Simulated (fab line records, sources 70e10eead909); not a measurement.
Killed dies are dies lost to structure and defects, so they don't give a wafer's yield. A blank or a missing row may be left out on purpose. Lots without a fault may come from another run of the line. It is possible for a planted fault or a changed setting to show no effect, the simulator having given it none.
fab line records :: flow nand_harc
[record]
  lots = 14
  wafers = 42
  last_day = 33
route steps=1302 shown A_ONON_D1@425 A_CHANNEL_HOLE_D1@451 END@1302
lots untouched by any fault: they come from a run of this same line in which no faults occurred
start_h: start of the lot's first displayed wafer, in hours after the record's first day :: wait_h: how many hours have passed since the lot's step before this one :: " as in the row above :: L1.1+2: a single row standing in for several wafers :: - no value, or no start given :: * or withheld: withheld :: < > ~ a bound
route shown NAME@n: NAME is a module with steps in the file, n the number in the route of the first one :: usual: mean and standard deviation over wafers with no fault :: same: alike in all rows :: chamber/n: place in a boat :: sites: readings site by site :: _std_site: the values' standard deviation :: _edge_site: outer sites' mean less inner sites' :: radius_mm: for every site, how far away it sits from the centre of the wafer :: mask NAME#n: copy n :: behind: the last tool/chamber to shape the wafer :: hold: cause of the lot's hold/its duration in hours/its outcome :: device: transistor that didn't switch, given as n, p or np :: end of line: the route-end tests of the same wafers :: a step given without rows: its recipe and nothing more :: killed: the dies lost at the first sort to structure and to defects; this is not the yield of the wafer :: map: a wafer's dies, marking killed ones x, the rest . and places with no die _
set.NAME: the setting as run; set.NAME@STEP: as run at that earlier step :: model.NAME: the simulator's own value behind a step, which no gauge read
route steps across a sampled set of lots; one table per step, one row per wafer
services: from which hour (start_h, from the record's first day; less than 0 if before it) a tool's chamber was out of use, for how many hours, and why
[[steps]]
[step NHARC_A_ONON_D1_THK_MEAS_02]
[recipe]
  thk_meas_gauge = ellipsometry
[usual]
  thk_nm = 1002/9.9
lot.wafer: L834.4
tool: film_metro-02
chamber: -
start_h: 160.36
wait_h: -
thk_nm: 1006

lot.wafer: L834.5
tool: film_metro-02
chamber: -
start_h: 160.36
wait_h: -
thk_nm: 1007

lot.wafer: L834.6
tool: film_metro-02
chamber: -
start_h: 160.36
wait_h: -
thk_nm: 1007

lot.wafer: L835.1
tool: film_metro-01
chamber: -
start_h: 174.87
wait_h: -
thk_nm: 1002

lot.wafer: L835.2
tool: film_metro-01
chamber: -
start_h: 174.87
wait_h: -
thk_nm: 1002

lot.wafer: L835.6
tool: film_metro-01
chamber: -
start_h: 174.87
wait_h: -
thk_nm: 1000

lot.wafer: L836.2
tool: film_metro-01
chamber: -
start_h: 178.38
wait_h: -
thk_nm: 989

lot.wafer: L836.4
tool: film_metro-01
chamber: -
start_h: 178.38
wait_h: -
thk_nm: 989

lot.wafer: L836.6
tool: film_metro-01
chamber: -
start_h: 178.38
wait_h: -
thk_nm: 990

lot.wafer: L838.2
tool: film_metro-02
chamber: -
start_h: 194.58
wait_h: -
thk_nm: 1006

lot.wafer: L838.3
tool: film_metro-02
chamber: -
start_h: 194.58
wait_h: -
thk_nm: 1004

lot.wafer: L838.4
tool: film_metro-02
chamber: -
start_h: 194.58
wait_h: -
thk_nm: 1005

lot.wafer: L839.2
tool: film_metro-02
chamber: -
start_h: 209.57
wait_h: -
thk_nm: 1014

lot.wafer: L839.4
tool: film_metro-02
chamber: -
start_h: 209.57
wait_h: -
thk_nm: 1014

lot.wafer: L839.6
tool: film_metro-02
chamber: -
start_h: 209.57
wait_h: -
thk_nm: 1013

lot.wafer: L845.2
tool: film_metro-02
chamber: -
start_h: 270.43
wait_h: -
thk_nm: 1002

lot.wafer: L845.4
tool: film_metro-02
chamber: -
start_h: 270.43
wait_h: -
thk_nm: 1001

lot.wafer: L845.5
tool: film_metro-02
chamber: -
start_h: 270.43
wait_h: -
thk_nm: 1002

lot.wafer: L846.1
tool: film_metro-01
chamber: -
start_h: 278.38
wait_h: -
thk_nm: 1004

lot.wafer: L846.5
tool: film_metro-01
chamber: -
start_h: 278.38
wait_h: -
thk_nm: 1002

lot.wafer: L846.6
tool: film_metro-01
chamber: -
start_h: 278.38
wait_h: -
thk_nm: 1002

lot.wafer: L849.2
tool: film_metro-01
chamber: -
start_h: 307.38
wait_h: -
thk_nm: 985

lot.wafer: L849.3
tool: film_metro-01
chamber: -
start_h: 307.38
wait_h: -
thk_nm: 983

lot.wafer: L849.6
tool: film_metro-01
chamber: -
start_h: 307.38
wait_h: -
thk_nm: 984

lot.wafer: L850.1
tool: film_metro-02
chamber: -
start_h: 327.04
wait_h: -
thk_nm: 984

lot.wafer: L850.4
tool: film_metro-02
chamber: -
start_h: 327.04
wait_h: -
thk_nm: 982

lot.wafer: L850.5
tool: film_metro-02
chamber: -
start_h: 327.04
wait_h: -
thk_nm: 984

lot.wafer: L852.4
tool: film_metro-01
chamber: -
start_h: 350.58
wait_h: -
thk_nm: 1012

lot.wafer: L852.5
tool: film_metro-01
chamber: -
start_h: 350.58
wait_h: -
thk_nm: 1010

lot.wafer: L852.6
tool: film_metro-01
chamber: -
start_h: 350.58
wait_h: -
thk_nm: 1011

lot.wafer: L853.2
tool: film_metro-02
chamber: -
start_h: 356.46
wait_h: -
thk_nm: 1005

lot.wafer: L853.3
tool: film_metro-02
chamber: -
start_h: 356.46
wait_h: -
thk_nm: 1005

lot.wafer: L853.6
tool: film_metro-02
chamber: -
start_h: 356.46
wait_h: -
thk_nm: 1006

lot.wafer: L854.1
tool: film_metro-01
chamber: -
start_h: 361.16
wait_h: -
thk_nm: 984

lot.wafer: L854.4
tool: film_metro-01
chamber: -
start_h: 361.16
wait_h: -
thk_nm: 984

lot.wafer: L854.5
tool: film_metro-01
chamber: -
start_h: 361.16
wait_h: -
thk_nm: 985

lot.wafer: L856.1
tool: film_metro-01
chamber: -
start_h: 381.84
wait_h: -
thk_nm: 997

lot.wafer: L856.3
tool: film_metro-01
chamber: -
start_h: 381.84
wait_h: -
thk_nm: 998

lot.wafer: L856.6
tool: film_metro-01
chamber: -
start_h: 381.84
wait_h: -
thk_nm: 998

lot.wafer: L857.2
tool: film_metro-02
chamber: -
start_h: 391.22
wait_h: -
thk_nm: 1018

lot.wafer: L857.4
tool: film_metro-02
chamber: -
start_h: 391.22
wait_h: -
thk_nm: 1017

lot.wafer: L857.5
tool: film_metro-02
chamber: -
start_h: 391.22
wait_h: -
thk_nm: 1019
[step NHARC_A_ONON_D1_DEP_19]
[recipe]
  target_thk_a = 10000
  n2_flow_sccm = 2750
  n2o_flow_sccm = 2000
  nh3_flow_sccm = 500
  sih4_flow_sccm = 210
  temp_c = 400
[usual]
  sih4_flow_sccm = 210.0/0.64
lot.wafer: L834.4
tool: pecvd_onon-02
chamber: 0
start_h: 170.50
wait_h: 0.2
sih4_flow_sccm: 210.4

lot.wafer: L834.5
tool: pecvd_onon-02
chamber: 0
start_h: 170.50
wait_h: 0.2
sih4_flow_sccm: 209.3

lot.wafer: L834.6
tool: pecvd_onon-02
chamber: 0
start_h: 170.50
wait_h: 0.2
sih4_flow_sccm: 210.3

lot.wafer: L835.1
tool: pecvd_onon-03
chamber: 0
start_h: 185.39
wait_h: 0.1
sih4_flow_sccm: 209.5

lot.wafer: L835.2
tool: pecvd_onon-03
chamber: 0
start_h: 185.39
wait_h: 0.1
sih4_flow_sccm: 209.0

lot.wafer: L835.6
tool: pecvd_onon-03
chamber: 0
start_h: 185.39
wait_h: 0.1
sih4_flow_sccm: 210.6

lot.wafer: L836.2
tool: pecvd_onon-04
chamber: 0
start_h: 185.60
wait_h: 0.1
sih4_flow_sccm: 210.4

lot.wafer: L836.4
tool: pecvd_onon-04
chamber: 0
start_h: 185.60
wait_h: 0.1
sih4_flow_sccm: 208.4

lot.wafer: L836.6
tool: pecvd_onon-04
chamber: 0
start_h: 185.60
wait_h: 0.1
sih4_flow_sccm: 209.2

lot.wafer: L838.2
tool: pecvd_onon-03
chamber: 0
start_h: 204.82
wait_h: 0.1
sih4_flow_sccm: 209.7

lot.wafer: L838.3
tool: pecvd_onon-03
chamber: 0
start_h: 204.82
wait_h: 0.1
sih4_flow_sccm: 209.3

lot.wafer: L838.4
tool: pecvd_onon-03
chamber: 0
start_h: 204.82
wait_h: 0.1
sih4_flow_sccm: 209.1

lot.wafer: L839.2
tool: pecvd_onon-02
chamber: 0
start_h: 219.77
wait_h: 0.1
sih4_flow_sccm: 210.1

lot.wafer: L839.4
tool: pecvd_onon-02
chamber: 0
start_h: 219.77
wait_h: 0.1
sih4_flow_sccm: 209.4

lot.wafer: L839.6
tool: pecvd_onon-02
chamber: 0
start_h: 219.77
wait_h: 0.1
sih4_flow_sccm: 209.3

lot.wafer: L845.2
tool: pecvd_onon-03
chamber: 0
start_h: 282.86
wait_h: 0.1
sih4_flow_sccm: 209.1

lot.wafer: L845.4
tool: pecvd_onon-03
chamber: 0
start_h: 282.86
wait_h: 0.1
sih4_flow_sccm: 210.1

lot.wafer: L845.5
tool: pecvd_onon-03
chamber: 0
start_h: 282.86
wait_h: 0.1
sih4_flow_sccm: 209.9

lot.wafer: L846.1
tool: pecvd_onon-02
chamber: 0
start_h: 289.11
wait_h: 0.1
sih4_flow_sccm: 210.8

lot.wafer: L846.5
tool: pecvd_onon-02
chamber: 0
start_h: 289.11
wait_h: 0.1
sih4_flow_sccm: 210.7

lot.wafer: L846.6
tool: pecvd_onon-02
chamber: 0
start_h: 289.11
wait_h: 0.1
sih4_flow_sccm: 211.2

lot.wafer: L849.2
tool: pecvd_onon-02
chamber: 0
start_h: 317.59
wait_h: 0.1
sih4_flow_sccm: 210.2

lot.wafer: L849.3
tool: pecvd_onon-02
chamber: 0
start_h: 317.59
wait_h: 0.1
sih4_flow_sccm: 210.3

lot.wafer: L849.6
tool: pecvd_onon-02
chamber: 0
start_h: 317.59
wait_h: 0.1
sih4_flow_sccm: 210.4

lot.wafer: L850.1
tool: pecvd_onon-04
chamber: 0
start_h: 340.47
wait_h: 0.1
sih4_flow_sccm: 209.7

lot.wafer: L850.4
tool: pecvd_onon-04
chamber: 0
start_h: 340.47
wait_h: 0.1
sih4_flow_sccm: 210.4

lot.wafer: L850.5
tool: pecvd_onon-04
chamber: 0
start_h: 340.47
wait_h: 0.1
sih4_flow_sccm: 210.1

lot.wafer: L852.4
tool: pecvd_onon-04
chamber: 0
start_h: 360.85
wait_h: 0.2
sih4_flow_sccm: 210.2

lot.wafer: L852.5
tool: pecvd_onon-04
chamber: 0
start_h: 360.85
wait_h: 0.2
sih4_flow_sccm: 211.5

lot.wafer: L852.6
tool: pecvd_onon-04
chamber: 0
start_h: 360.85
wait_h: 0.2
sih4_flow_sccm: 210.9

lot.wafer: L853.2
tool: pecvd_onon-03
chamber: 0
start_h: 366.60
wait_h: 0.1
sih4_flow_sccm: 209.9

lot.wafer: L853.3
tool: pecvd_onon-03
chamber: 0
start_h: 366.60
wait_h: 0.1
sih4_flow_sccm: 210.1

lot.wafer: L853.6
tool: pecvd_onon-03
chamber: 0
start_h: 366.60
wait_h: 0.1
sih4_flow_sccm: 210.1

lot.wafer: L854.1
tool: pecvd_onon-04
chamber: 0
start_h: 371.32
wait_h: 0.1
sih4_flow_sccm: 208.9

lot.wafer: L854.4
tool: pecvd_onon-04
chamber: 0
start_h: 371.32
wait_h: 0.1
sih4_flow_sccm: 210.0

lot.wafer: L854.5
tool: pecvd_onon-04
chamber: 0
start_h: 371.32
wait_h: 0.1
sih4_flow_sccm: 208.9

lot.wafer: L856.1
tool: pecvd_onon-03
chamber: 0
start_h: 391.80
wait_h: 0.1
sih4_flow_sccm: 210.2

lot.wafer: L856.3
tool: pecvd_onon-03
chamber: 0
start_h: 391.80
wait_h: 0.1
sih4_flow_sccm: 210.5

lot.wafer: L856.6
tool: pecvd_onon-03
chamber: 0
start_h: 391.80
wait_h: 0.1
sih4_flow_sccm: 210.6

lot.wafer: L857.2
tool: pecvd_onon-02
chamber: 0
start_h: 401.41
wait_h: 0.1
sih4_flow_sccm: 210.0

lot.wafer: L857.4
tool: pecvd_onon-02
chamber: 0
start_h: 401.41
wait_h: 0.1
sih4_flow_sccm: 210.1

lot.wafer: L857.5
tool: pecvd_onon-02
chamber: 0
start_h: 401.41
wait_h: 0.1
sih4_flow_sccm: 210.4
[step NHARC_A_ONON_D1_THK_MEAS_21]
[recipe]
  thk_meas_gauge = ellipsometry
[usual]
  thk_nm = 997/6.1
lot.wafer: L834.4
tool: film_metro-01
chamber: -
start_h: 170.84
wait_h: -
thk_nm: 993

lot.wafer: L834.5
tool: film_metro-01
chamber: -
start_h: 170.84
wait_h: -
thk_nm: 993

lot.wafer: L834.6
tool: film_metro-01
chamber: -
start_h: 170.84
wait_h: -
thk_nm: 992

lot.wafer: L835.1
tool: film_metro-01
chamber: -
start_h: 185.91
wait_h: -
thk_nm: 996

lot.wafer: L835.2
tool: film_metro-01
chamber: -
start_h: 185.91
wait_h: -
thk_nm: 997

lot.wafer: L835.6
tool: film_metro-01
chamber: -
start_h: 185.91
wait_h: -
thk_nm: 996

lot.wafer: L836.2
tool: film_metro-02
chamber: -
start_h: 186.05
wait_h: -
thk_nm: 1008

lot.wafer: L836.4
tool: film_metro-02
chamber: -
start_h: 186.05
wait_h: -
thk_nm: 1008

lot.wafer: L836.6
tool: film_metro-02
chamber: -
start_h: 186.05
wait_h: -
thk_nm: 1009

lot.wafer: L838.2
tool: film_metro-02
chamber: -
start_h: 205.27
wait_h: -
thk_nm: 1006

lot.wafer: L838.3
tool: film_metro-02
chamber: -
start_h: 205.27
wait_h: -
thk_nm: 1007

lot.wafer: L838.4
tool: film_metro-02
chamber: -
start_h: 205.27
wait_h: -
thk_nm: 1007

lot.wafer: L839.2
tool: film_metro-02
chamber: -
start_h: 220.22
wait_h: -
thk_nm: 1007

lot.wafer: L839.4
tool: film_metro-02
chamber: -
start_h: 220.22
wait_h: -
thk_nm: 1008

lot.wafer: L839.6
tool: film_metro-02
chamber: -
start_h: 220.22
wait_h: -
thk_nm: 1006

lot.wafer: L845.2
tool: film_metro-01
chamber: -
start_h: 283.31
wait_h: -
thk_nm: 984

lot.wafer: L845.4
tool: film_metro-01
chamber: -
start_h: 283.31
wait_h: -
thk_nm: 984

lot.wafer: L845.5
tool: film_metro-01
chamber: -
start_h: 283.31
wait_h: -
thk_nm: 983

lot.wafer: L846.1
tool: film_metro-02
chamber: -
start_h: 289.62
wait_h: -
thk_nm: 632

lot.wafer: L846.5
tool: film_metro-02
chamber: -
start_h: 289.62
wait_h: -
thk_nm: 1006

lot.wafer: L846.6
tool: film_metro-02
chamber: -
start_h: 289.62
wait_h: -
thk_nm: 1008

lot.wafer: L849.2
tool: film_metro-02
chamber: -
start_h: 318.06
wait_h: -
thk_nm: 994

lot.wafer: L849.3
tool: film_metro-02
chamber: -
start_h: 318.06
wait_h: -
thk_nm: 620

lot.wafer: L849.6
tool: film_metro-02
chamber: -
start_h: 318.06
wait_h: -
thk_nm: 994

lot.wafer: L850.1
tool: film_metro-01
chamber: -
start_h: 340.98
wait_h: -
thk_nm: 993

lot.wafer: L850.4
tool: film_metro-01
chamber: -
start_h: 340.98
wait_h: -
thk_nm: 992

lot.wafer: L850.5
tool: film_metro-01
chamber: -
start_h: 340.98
wait_h: -
thk_nm: 994

lot.wafer: L852.4
tool: film_metro-02
chamber: -
start_h: 361.18
wait_h: -
thk_nm: 999

lot.wafer: L852.5
tool: film_metro-02
chamber: -
start_h: 361.18
wait_h: -
thk_nm: 997

lot.wafer: L852.6
tool: film_metro-02
chamber: -
start_h: 361.18
wait_h: -
thk_nm: 997

lot.wafer: L853.2
tool: film_metro-01
chamber: -
start_h: 367.06
wait_h: -
thk_nm: 1005

lot.wafer: L853.3
tool: film_metro-01
chamber: -
start_h: 367.06
wait_h: -
thk_nm: 1004

lot.wafer: L853.6
tool: film_metro-01
chamber: -
start_h: 367.06
wait_h: -
thk_nm: 1003

lot.wafer: L854.1
tool: film_metro-02
chamber: -
start_h: 371.84
wait_h: -
thk_nm: 991

lot.wafer: L854.4
tool: film_metro-02
chamber: -
start_h: 371.84
wait_h: -
thk_nm: 994

lot.wafer: L854.5
tool: film_metro-02
chamber: -
start_h: 371.84
wait_h: -
thk_nm: 993

lot.wafer: L856.1
tool: film_metro-02
chamber: -
start_h: 392.32
wait_h: -
thk_nm: 996

lot.wafer: L856.3
tool: film_metro-02
chamber: -
start_h: 392.32
wait_h: -
thk_nm: 999

lot.wafer: L856.6
tool: film_metro-02
chamber: -
start_h: 392.32
wait_h: -
thk_nm: 997

lot.wafer: L857.2
tool: film_metro-01
chamber: -
start_h: 401.86
wait_h: -
thk_nm: 993

lot.wafer: L857.4
tool: film_metro-01
chamber: -
start_h: 401.86
wait_h: -
thk_nm: 992

lot.wafer: L857.5
tool: film_metro-01
chamber: -
start_h: 401.86
wait_h: -
thk_nm: 993
[step NHARC_A_CHANNEL_HOLE_D1_DEP_01]
[recipe]
  target_thk_a = 1400
  target_thk_nm = 140
  temp_c = 400
  pressure_torr = 3.5
  flow_sccm = 200
  rf_w = 350
  material = SiON
[usual]
  heater_power_w = 681/76
lot.wafer: L834.4
tool: pecvd-04
chamber: 0
start_h: 175.53
wait_h: 0.7
heater_power_w: 590

lot.wafer: L834.6
tool: pecvd-04
chamber: 1
start_h: 175.53
wait_h: 0.7
heater_power_w: 671

lot.wafer: L834.5
tool: pecvd-04
chamber: 2
start_h: 175.53
wait_h: 0.7
heater_power_w: 763

lot.wafer: L835.2
tool: pecvd-04
chamber: 0
start_h: 195.01
wait_h: 1.3
heater_power_w: 604

lot.wafer: L835.1
tool: pecvd-04
chamber: 2
start_h: 195.01
wait_h: 1.3
heater_power_w: 704

lot.wafer: L835.6
tool: pecvd-04
chamber: 0
start_h: 195.01
wait_h: 1.3
heater_power_w: 626

lot.wafer: L836.2
tool: pecvd-02
chamber: 2
start_h: 196.96
wait_h: 1.3
heater_power_w: 717

lot.wafer: L836.6
tool: pecvd-02
chamber: 1
start_h: 196.96
wait_h: 1.3
heater_power_w: 731

lot.wafer: L836.4
tool: pecvd-02
chamber: 2
start_h: 196.96
wait_h: 1.3
heater_power_w: 745

lot.wafer: L838.2
tool: pecvd-02
chamber: 1
start_h: 209.52
wait_h: 1.3
heater_power_w: 738

lot.wafer: L838.3
tool: pecvd-02
chamber: 2
start_h: 209.52
wait_h: 1.3
heater_power_w: 746

lot.wafer: L838.4
tool: pecvd-02
chamber: 0
start_h: 209.52
wait_h: 1.3
heater_power_w: 676

lot.wafer: L839.2
tool: pecvd-04
chamber: 0
start_h: 224.66
wait_h: 1.3
heater_power_w: 647

lot.wafer: L839.4
tool: pecvd-04
chamber: 1
start_h: 224.66
wait_h: 1.3
heater_power_w: 565

lot.wafer: L839.6
tool: pecvd-04
chamber: 2
start_h: 224.66
wait_h: 1.3
heater_power_w: 624

lot.wafer: L845.2
tool: pecvd-04
chamber: 0
start_h: 288.55
wait_h: 1.4
heater_power_w: 617

lot.wafer: L845.4
tool: pecvd-04
chamber: 1
start_h: 288.55
wait_h: 1.4
heater_power_w: 625

lot.wafer: L845.5
tool: pecvd-04
chamber: 2
start_h: 288.55
wait_h: 1.4
heater_power_w: 662

lot.wafer: L846.5
tool: pecvd-02
chamber: 0
start_h: 293.97
wait_h: 0.5
heater_power_w: 808

lot.wafer: L846.6
tool: pecvd-02
chamber: 1
start_h: 293.97
wait_h: 0.5
heater_power_w: 639

lot.wafer: L849.2
tool: pecvd-03
chamber: 1
start_h: 324.52
wait_h: 1.3
heater_power_w: 685

lot.wafer: L849.6
tool: pecvd-03
chamber: 1
start_h: 324.52
wait_h: 1.3
heater_power_w: 719

lot.wafer: L850.1
tool: pecvd-04
chamber: 0
start_h: 345.19
wait_h: 1.6
heater_power_w: 597

lot.wafer: L850.5
tool: pecvd-04
chamber: 0
start_h: 345.19
wait_h: 1.6
heater_power_w: 599

lot.wafer: L850.4
tool: pecvd-04
chamber: 2
start_h: 345.19
wait_h: 1.6
heater_power_w: 746

lot.wafer: L852.5
tool: pecvd-04
chamber: 1
start_h: 365.52
wait_h: 0.4
heater_power_w: 584

lot.wafer: L852.6
tool: pecvd-04
chamber: 2
start_h: 365.52
wait_h: 0.4
heater_power_w: 710

lot.wafer: L852.4
tool: pecvd-04
chamber: 0
start_h: 365.52
wait_h: 0.4
heater_power_w: 577

lot.wafer: L853.3
tool: pecvd-02
chamber: 2
start_h: 371.70
wait_h: 1.1
heater_power_w: 792

lot.wafer: L853.2
tool: pecvd-02
chamber: 0
start_h: 371.70
wait_h: 1.1
heater_power_w: 921

lot.wafer: L853.6
tool: pecvd-02
chamber: 0
start_h: 371.70
wait_h: 1.1
heater_power_w: 914

lot.wafer: L854.1
tool: pecvd-03
chamber: 2
start_h: 379.12
wait_h: 1.6
heater_power_w: 664

lot.wafer: L854.5
tool: pecvd-03
chamber: 0
start_h: 379.12
wait_h: 1.6
heater_power_w: 541

lot.wafer: L854.4
tool: pecvd-03
chamber: 1
start_h: 379.12
wait_h: 1.6
heater_power_w: 767

lot.wafer: L856.1
tool: pecvd-03
chamber: 0
start_h: 398.09
wait_h: 1.6
heater_power_w: 568

lot.wafer: L856.3
tool: pecvd-03
chamber: 1
start_h: 398.09
wait_h: 1.6
heater_power_w: 752

lot.wafer: L856.6
tool: pecvd-03
chamber: 2
start_h: 398.09
wait_h: 1.6
heater_power_w: 661

lot.wafer: L857.2
tool: pecvd-03
chamber: 0
start_h: 408.88
wait_h: 1.3
heater_power_w: 609

lot.wafer: L857.5
tool: pecvd-03
chamber: 2
start_h: 408.88
wait_h: 1.3
heater_power_w: 740

lot.wafer: L857.4
tool: pecvd-03
chamber: 1
start_h: 408.88
wait_h: 1.3
heater_power_w: 754
[step NHARC_END_SORT_01]
[recipe]
  temp_c = 25
[usual]
  killed_at_array = 55/20
  killed_at_other = 1.2/1.3
  killed_at_periphery = 4.0/3
  killed_dies = 60/21
  killed_open = 3.2/1.9
  killed_short = 2.5/1.6
[same]
  gross_dies = 677
lot.wafer: L845.2
tool: prober-02
chamber: 0
start_h: 674.48
wait_h: 2.8
killed_at_array: 72
killed_at_other: 3
killed_at_periphery: 1
killed_dies: 76
killed_open: 0
killed_short: 0

lot.wafer: L845.4
tool: prober-02
chamber: 0
start_h: 676.07
wait_h: 3.4
killed_at_array: 79
killed_at_other: 2
killed_at_periphery: 5
killed_dies: 86
killed_open: 5
killed_short: 1

lot.wafer: L845.5
tool: prober-02
chamber: 0
start_h: 676.87
wait_h: 3.7
killed_at_array: 66
killed_at_other: 4
killed_at_periphery: 5
killed_dies: 75
killed_open: 3
killed_short: 2

lot.wafer: L846.1
tool: prober-01
chamber: 0
start_h: 684.72
wait_h: 2.5
killed_at_array: 669
killed_at_other: 0
killed_at_periphery: 8
killed_dies: 677
killed_open: 4
killed_short: 1

lot.wafer: L846.5
tool: prober-01
chamber: 0
start_h: 687.89
wait_h: 3.7
killed_at_array: 52
killed_at_other: 3
killed_at_periphery: 6
killed_dies: 61
killed_open: 4
killed_short: 1

lot.wafer: L846.6
tool: prober-01
chamber: 0
start_h: 688.69
wait_h: 4.0
killed_at_array: 65
killed_at_other: 1
killed_at_periphery: 2
killed_dies: 68
killed_open: 2
killed_short: 3

lot.wafer: L849.2
tool: prober-02
chamber: 0
start_h: 715.50
wait_h: 2.8
killed_at_array: 48
killed_at_other: 1
killed_at_periphery: 4
killed_dies: 53
killed_open: 3
killed_short: 6

lot.wafer: L849.3
tool: prober-02
chamber: 0
start_h: 716.32
wait_h: 3.2
killed_at_array: 667
killed_at_other: 3
killed_at_periphery: 7
killed_dies: 677
killed_open: 3
killed_short: 2

lot.wafer: L849.6
tool: prober-02
chamber: 0
start_h: 718.77
wait_h: 4.1
killed_at_array: 55
killed_at_other: 4
killed_at_periphery: 4
killed_dies: 63
killed_open: 2
killed_short: 2
// killed by level:class
L845.2 A_CHANNEL_HOLE_D1:chamber_film_flake=38 A_CHANNEL_HOLE_D2:chamber_film_flake=23 A_CHANNEL_FILL_D2:chamber_film_flake=3 THIN_TSV:chamber_film_flake=3 A_STAIRCASE:chamber_film_flake=2 A_CONTACT:chamber_film_flake=2 P_STI:chamber_film_flake=1 A_CHANNEL_FILL_D1:chamber_film_flake=1
L845.4 A_CHANNEL_HOLE_D1:chamber_film_flake=36 A_CHANNEL_HOLE_D2:chamber_film_flake=19 P_STI:chamber_film_flake=5 A_CONTACT:chamber_film_flake=5 A_SLIT:chamber_film_flake=3 A_CHANNEL_FILL_D2:chamber_film_flake=3 A_STAIRCASE:chamber_film_flake=3 A_WL_FILL:chamber_film_flake=3
L845.5 A_CHANNEL_HOLE_D1:chamber_film_flake=29 A_CHANNEL_HOLE_D2:chamber_film_flake=15 A_CHANNEL_FILL_D2:chamber_film_flake=8 P_STI:chamber_film_flake=4 A_CONTACT:chamber_film_flake=4 THIN_TSV:chamber_film_flake=4 A_STAIRCASE:chamber_film_flake=3 A_CHANNEL_HOLE_D1:geometric_particle:short=1
L846.1 A_ONON_D1:area_dep=601 A_SLIT:chamber_film_flake=34 A_CHANNEL_HOLE_D2:chamber_film_flake=12 A_CONTACT:chamber_film_flake=9 P_BONDPAD:chamber_film_flake=5 A_CHANNEL_HOLE_D1:chamber_film_flake=3 P_GATE:chamber_film_flake=2 A_WL_FILL:chamber_film_flake=2
L846.5 A_SLIT:chamber_film_flake=17 A_CHANNEL_HOLE_D2:chamber_film_flake=12 A_CHANNEL_HOLE_D1:chamber_film_flake=8 A_CONTACT:chamber_film_flake=7 A_STAIRCASE:chamber_film_flake=3 P_GATE:chamber_film_flake=2 P_BONDPAD:chamber_film_flake=2 THIN_TSV:chamber_film_flake=2
L846.6 A_SLIT:chamber_film_flake=31 A_CHANNEL_HOLE_D2:chamber_film_flake=15 A_CHANNEL_HOLE_D1:chamber_film_flake=5 A_STAIRCASE:chamber_film_flake=3 A_WL_FILL:chamber_film_flake=3 A_CONTACT:chamber_film_flake=3 A_ONON_D1:geometric_particle:short=1 A_DECK1_JOINT:geometric_particle:short=1
L849.2 A_CHANNEL_HOLE_D1:chamber_film_flake=28 A_STAIRCASE:chamber_film_flake=4 A_SLIT:chamber_film_flake=3 A_SGD_CUT:chamber_film_flake=3 P_M1:geometric_particle:short=1 A_SOURCE_PLATE:geometric_particle:short=1 A_CHANNEL_FILL_D1:geometric_particle:open=1 A_DECK1_JOINT:geometric_particle:short=1
L849.3 A_ONON_D1:area_dep=615 A_CHANNEL_HOLE_D1:chamber_film_flake=32 A_SLIT:chamber_film_flake=7 A_STAIRCASE:chamber_film_flake=6 THIN_TSV:chamber_film_flake=3 P_CONTACT:geometric_particle:open=2 P_BONDPAD:chamber_film_flake=2 A_CHANNEL_FILL_D2:chamber_film_flake=2
L849.6 A_CHANNEL_HOLE_D1:chamber_film_flake=35 A_SLIT:chamber_film_flake=6 THIN_TSV:chamber_film_flake=4 A_STAIRCASE:chamber_film_flake=4 A_CHANNEL_FILL_D1:chamber_film_flake=3 P_M0:chamber_film_flake=2 A_CONTACT:chamber_film_flake=2 P_M2:geometric_particle:short=1
[[services]]
tool: pecvd-03
chamber: -
start_h: 180.71
hours: 0.5
kind: repair

tool: pecvd-03
chamber: -
start_h: 185.00
hours: 13.0
kind: pm

tool: pecvd-03
chamber: 0
start_h: 185.00
hours: 13.0
kind: vent_cycle

tool: pecvd-03
chamber: 1
start_h: 185.00
hours: 13.0
kind: vent_cycle

tool: pecvd-03
chamber: 2
start_h: 185.00
hours: 13.0
kind: vent_cycle

tool: pecvd_onon-02
chamber: -
start_h: 185.14
hours: 13.0
kind: pm

tool: pecvd-03
chamber: 0
start_h: 198.00
hours: -
kind: clean

tool: pecvd-03
chamber: 1
start_h: 198.00
hours: -
kind: clean

tool: pecvd-03
chamber: 2
start_h: 198.00
hours: -
kind: clean

tool: pecvd-02
chamber: -
start_h: 227.14
hours: 13.0
kind: pm

tool: pecvd_onon-03
chamber: -
start_h: 237.41
hours: 13.0
kind: pm

tool: pecvd-03
chamber: -
start_h: 261.90
hours: 1.6
kind: repair

tool: pecvd-04
chamber: -
start_h: 269.27
hours: 13.0
kind: pm

tool: pecvd-04
chamber: 0
start_h: 269.27
hours: 13.0
kind: vent_cycle

tool: pecvd-04
chamber: 1
start_h: 269.27
hours: 13.0
kind: vent_cycle

tool: pecvd-04
chamber: 2
start_h: 269.27
hours: 13.0
kind: vent_cycle

tool: pecvd-04
chamber: 0
start_h: 282.27
hours: -
kind: clean

tool: pecvd-04
chamber: 1
start_h: 282.27
hours: -
kind: clean

tool: pecvd-04
chamber: 2
start_h: 282.27
hours: -
kind: clean

tool: pecvd-03
chamber: 0
start_h: 295.80
hours: 9.8
kind: repair

tool: pecvd_onon-04
chamber: -
start_h: 311.17
hours: 13.0
kind: pm

tool: pecvd-03
chamber: -
start_h: 366.00
hours: 13.0
kind: pm

tool: pecvd_onon-02
chamber: -
start_h: 366.32
hours: 13.0
kind: pm

tool: pecvd-02
chamber: -
start_h: 408.14
hours: 13.0
kind: pm
[[key]]
[first_sign]
  step = NHARC_A_ONON_D1_THK_MEAS_21
  reading = thk_nm
  direction = down
  sigmas = 61
  usual = 997
  struck = 626
[effect]
  step = NHARC_END_SORT_01
  reading = killed_at_array
  direction = up
  sigmas = 30
  usual = 55
  struck = 668
[more_kills_born_at]
  NHARC_A_ONON_D1_DEP_19@pecvd_onon-02 = 1216
met_at NHARC_A_ONON_D1_DEP_19
struck_lots L846,L849
struck_wafers L846.1,L849.3
later_rows_left_out L846.1,L849.3
tester_left_out L846,L849
not_acting_at NHARC_A_ONON_D1_THK_MEAS_02,NHARC_A_CHANNEL_HOLE_D1_DEP_01
onset_between 219.77 289.11
[fault]
  kind = process_parameter_drift
  tool = pecvd_onon-02
  chamber = -
  onset_h = 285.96
  steps = NHARC_A_ONON_D1_DEP_19
  channel = target_thk_a
  offset = *
  shape = step
  end_h = 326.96
  scope = struck_wafers_only
  acts_in = *
  stated = *
// tester_left_out: of these lots the tester's yield and bins aren't shown, on N5 and GAA mostly nor the transistor test; their killed dies are dies lost to structure and defects alone, not to doping, threshold or leakage, so they don't give the yield
// later_rows_left_out: the simulator's readings of these wafers behind a module that went badly wrong aren't trusted and aren't shown, but for the sort
